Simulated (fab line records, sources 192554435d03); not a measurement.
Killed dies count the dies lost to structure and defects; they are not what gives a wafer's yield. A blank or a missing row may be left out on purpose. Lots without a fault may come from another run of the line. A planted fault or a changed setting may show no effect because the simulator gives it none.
Chamber matching | flow n5Finfet | N5_FIN_CUT_CUT_ETCH_28 on rieSi-01 has 4 sister chambers
The step etches Si in HBr/Cl2/O2, target depth 6 nm, time 2.4 s. 7 wafers are shown with their chamber, then 8 later ones without.

== EACH WAFER AND ITS CHAMBER ==
wafer  | chamber | throttleValvePct (%) | oesProductAu (a.u.)
L074.4 | 0       | 37.1                 | 0.969
L079.1 | 1       | 37.1                 | 0.996
L079.6 | 2       | 36.7                 | 0.991
L082.2 | 2       | 36.7                 | 0.996
L082.3 | 1       | 37.0                 | 0.995
L082.5 | 3       | 36.8                 | 0.965
L083.1 | 3       | 36.8                 | 0.971

== WAFERS WITH NO CHAMBER GIVEN ==
wafer  | throttleValvePct (%) | oesProductAu (a.u.)
L083.5 | 36.7                 | 0.992
L083.6 | 37.0                 | 0.995
L087.3 | 37.1                 | 0.974
L087.5 | 37.1                 | 0.982
L087.6 | 37.0                 | 1.001
L096.1 | 37.1                 | 0.971
L096.3 | 36.7                 | 0.992
L096.5 | 36.8                 | 0.962

== WHICH CHAMBER EACH WENT THROUGH ==
wafer  | from the rows above     | in truth
L083.5 | 2                       | 2
L083.6 | 1                       | 1
L087.3 | 0                       | 0
L087.5 | can't be placed: 0 or 1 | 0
L087.6 | 1                       | 1
L096.1 | 0                       | 0
L096.3 | 2                       | 2
L096.5 | 3                       | 3
Correct placement for 7 of the 8. Cannot be placed on the basis of these rows: 1; the candidates contain the true chamber in 1. Placed wrongly: 0.
How it was worked out, from the rows above alone: a wafer's distance from a chamber is the root of the sum, over the readings, of the square of ((its reading less the chamber's mean) divided by the reading's scatter). The wafer belongs to the nearest chamber; if the next one is less than 2 further off, it can't be placed. A chamber's mean is the mean of its shown wafers. The scatter: the root of (the sum of the squares of (reading less its chamber's mean) over the shown wafers, divided by (wafers less chambers)).
